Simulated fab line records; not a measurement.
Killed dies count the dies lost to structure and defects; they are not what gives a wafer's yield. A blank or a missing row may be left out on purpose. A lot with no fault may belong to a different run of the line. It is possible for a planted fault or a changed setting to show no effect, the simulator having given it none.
Matching of chambers || flow nand-harc || NHARC_P_CONTACT_CMP_24 on cmp-03 has 4 sister chambers
The step polishes, t overpolish 30 s, target thk 200 nm. 7 wafers are shown with their chamber, then 7 later ones without.

## WAFERS WITH THEIR CHAMBER
{"wafer": "L079.1", "chamber": 0, "motor-current-A (A)": 12.8, "time-to-endpoint-s (s)": 37.9}
{"wafer": "L080.1", "chamber": 2, "motor-current-A (A)": 14.0, "time-to-endpoint-s (s)": 36.5}
{"wafer": "L081.1", "chamber": 3, "motor-current-A (A)": 11.7, "time-to-endpoint-s (s)": 41.6}
{"wafer": "L081.3", "chamber": 1, "motor-current-A (A)": 10.7, "time-to-endpoint-s (s)": 41.5}
{"wafer": "L084.1", "chamber": 3, "motor-current-A (A)": 11.5, "time-to-endpoint-s (s)": 41.8}
{"wafer": "L084.2", "chamber": 0, "motor-current-A (A)": 13.3, "time-to-endpoint-s (s)": 42.2}
{"wafer": "L084.4", "chamber": 1, "motor-current-A (A)": 10.5, "time-to-endpoint-s (s)": 43.6}

## WAFERS WITHOUT THEIR CHAMBER
{"wafer": "L090.2", "motor-current-A (A)": 13.5, "time-to-endpoint-s (s)": 37.9}
{"wafer": "L091.1", "motor-current-A (A)": 13.4, "time-to-endpoint-s (s)": 36.0}
{"wafer": "L091.3", "motor-current-A (A)": 11.3, "time-to-endpoint-s (s)": 35.8}
{"wafer": "L092.1", "motor-current-A (A)": 13.2, "time-to-endpoint-s (s)": 34.4}
{"wafer": "L092.4", "motor-current-A (A)": 10.8, "time-to-endpoint-s (s)": 40.2}
{"wafer": "L094.3", "motor-current-A (A)": 11.2, "time-to-endpoint-s (s)": 43.9}
{"wafer": "L094.4", "motor-current-A (A)": 13.5, "time-to-endpoint-s (s)": 39.1}

## WHICH CHAMBER EACH WENT THROUGH
{"wafer": "L090.2", "from the rows above": "can't be placed: 0 or 2", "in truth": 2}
{"wafer": "L091.1", "from the rows above": "can't be placed: 0 or 2", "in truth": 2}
{"wafer": "L091.3", "from the rows above": "can't be placed: 3 or 1", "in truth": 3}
{"wafer": "L092.1", "from the rows above": "can't be placed: 0 or 2", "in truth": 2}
{"wafer": "L092.4", "from the rows above": 1, "in truth": 1}
{"wafer": "L094.3", "from the rows above": "can't be placed: 3 or 1", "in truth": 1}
{"wafer": "L094.4", "from the rows above": "can't be placed: 0 or 2", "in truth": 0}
Placed correctly: 1 of 7. Unplaceable from these rows: 6, with the true chamber sitting among the candidates in 6. Number placed wrongly: 0.
How it was worked out, from the rows above alone: a wafer's distance from a chamber is the root of the sum, over the readings, of the square of ((its reading less the chamber's mean) divided by the reading's scatter). The wafer belongs to the nearest chamber; if the next one is less than 2 further off, it can't be placed. For every chamber, the mean is computed from those of its wafers that are shown. How the scatter is found: for the shown wafers, subtract from each reading the mean of its chamber, square and add these, divide the total by (wafers less chambers), then take the root.
